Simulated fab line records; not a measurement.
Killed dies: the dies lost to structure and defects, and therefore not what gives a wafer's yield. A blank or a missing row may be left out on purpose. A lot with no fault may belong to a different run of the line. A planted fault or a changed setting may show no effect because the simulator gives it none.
A lot that was struck, set against a sound lot | flow nand-harc | 15 out of 1302 route steps
Sound: the wafers L365.2, L365.3, L365.5. Struck: wafer L386.6. (L386.4, L386.5 of the same lot were not struck and are left out.) The cause comes at the end.
Order at every step that has rows: each side's tool, ch and its chambers, its first start. Under that, the readings that differ: sound wafers | struck wafers | difference of the means | sigmas: that difference in standard deviations of wafers without a fault.
alike: words and numbers the same on both sides, and readings whose means are apart by under 2 such deviations; not compared: readings that were withheld, readings missing a value for some wafer, numbers with overlapping values and no deviation given by the record, and bounds like >300 which may hide the same value.
The two part at a step that has a row with sigmas, a row that says differs or no value, or rows on one side only. Numbers that don't overlap but have no deviation are shown without sigmas and don't part them. Lack of a reading on every wafer of one side parts them only where that side has two or more wafers.

first, 4 steps without rows for these wafers: NHARC_P_GATE_EBR_22; NHARC_P_GATE_EXPOSE_23 (exposes mask P GATE, target cd 120 nm); NHARC_P_GATE_PEB_24 (peb time 65 s); NHARC_P_GATE_DEVELOP_25 (develop time 35 s).
NHARC_P_GATE_CD_MEAS_26: target cd 120 nm.
  sound on cd-sem-03 ch 0, day 5 16:55; struck on cd-sem-02 ch 0, day 14 02:44
  alike: cd-nm
NHARC_P_GATE_OVL_MEAS_27:
  sound: overlay-01 at day 5 17:00; struck: overlay-01 at day 14 02:49
  alike: overlay-x-nm, overlay-y-nm
NHARC_P_GATE_INSPECT_28:
  sound: defect-inspect-02 at day 5 17:02; struck: defect-inspect-02 at day 14 02:51
  reading          | sound | struck | difference | sigmas
  raw-defect-count | 4 3 2 | 9      | +6         | +2
NHARC_P_GATE_DESCUM_31: chemistry O2, time 3 s.
  sound on rie-diel-02 ch 1,3, day 5 17:07; struck on rie-diel-10 ch 1, day 14 02:55
  alike: drypump-motor-current-A, mfc-ar-sccm, oes-product-au, rf-vpp-V, showerhead-plenum-p-Torr, throttle-valve-pct
  not compared: rf-hours-counter-h
NHARC_P_GATE_ETCH_104: etches the open film in CF4/CHF3, target depth 60 nm.
  sound on rie-diel-02 ch 1,3, day 5 17:12; struck on rie-diel-10 ch 1, day 14 03:00
  alike: cf4-flow-sccm, drypump-motor-current-A, mfc-ar-sccm, oes-product-au, rf-vpp-V, showerhead-plenum-p-Torr, throttle-valve-pct
NHARC_P_GATE_HM_OPEN_105: chemistry O2/COS, target depth 360 nm.
  sound: rie-diel-02 ch 1,3; struck: rie-diel-10 ch 0
  alike: drypump-motor-current-A, mfc-ar-sccm, oes-product-au, rf-vpp-V, showerhead-plenum-p-Torr, throttle-valve-pct
  not compared: rf-hours-counter-h
then, 1 step without rows for these wafers: NHARC_P_GATE_STRIP_106 (strips in O2/COS).
NHARC_P_GATE_ETCH_114: etches the open film in CF4/O2, target depth 30 nm, overetch 3 nm, time 16.5 s.
  sound: rie-diel-02 ch 1,2; struck: rie-diel-10 ch 3
  reading            | sound             | struck | difference | sigmas
  mfc-ar-sccm (sccm) | 0.027 0.018 0.027 | 0      | +0         | -2
  alike: cf4-flow-sccm, drypump-motor-current-A, oes-product-au, rf-vpp-V, showerhead-plenum-p-Torr, throttle-valve-pct
  not compared: rf-hours-counter-h
NHARC_P_GATE_ETCH_32: etches the open film in HBr/Cl2, target depth 150 nm, time 100.1 s.
  sound on rie-si-06 ch 0,1, day 5 17:38; struck on rie-si-06 ch 2, day 14 03:25
  reading               | sound             | struck | difference | sigmas
  oes-product-au (a.u.) | 1.006 1.005 1.008 | 1.235  | +0.229     | +19
  alike: drypump-motor-current-A, throttle-valve-pct
  not compared: rf-hours-counter-h
NHARC_P_GATE_STRIP_108: strips in O2.
  sound on rie-diel-02 ch 1,2,3, day 5 17:48; struck on rie-diel-10 ch 0, day 14 03:32
  alike: drypump-motor-current-A, mfc-ar-sccm, oes-product-au, rf-vpp-V, showerhead-plenum-p-Torr, throttle-valve-pct
  not compared: rf-hours-counter-h
next, for these wafers, 1 step has no rows: NHARC_END_SORT_01.

== WHERE THEY PART ==
Earliest at NHARC_P_GATE_INSPECT_28; latest, in this record, at NHARC_P_GATE_ETCH_32. Later steps at which nothing parts them and some readings are alike: NHARC_P_GATE_STRIP_108.

WHY: what had been put in by the simulator
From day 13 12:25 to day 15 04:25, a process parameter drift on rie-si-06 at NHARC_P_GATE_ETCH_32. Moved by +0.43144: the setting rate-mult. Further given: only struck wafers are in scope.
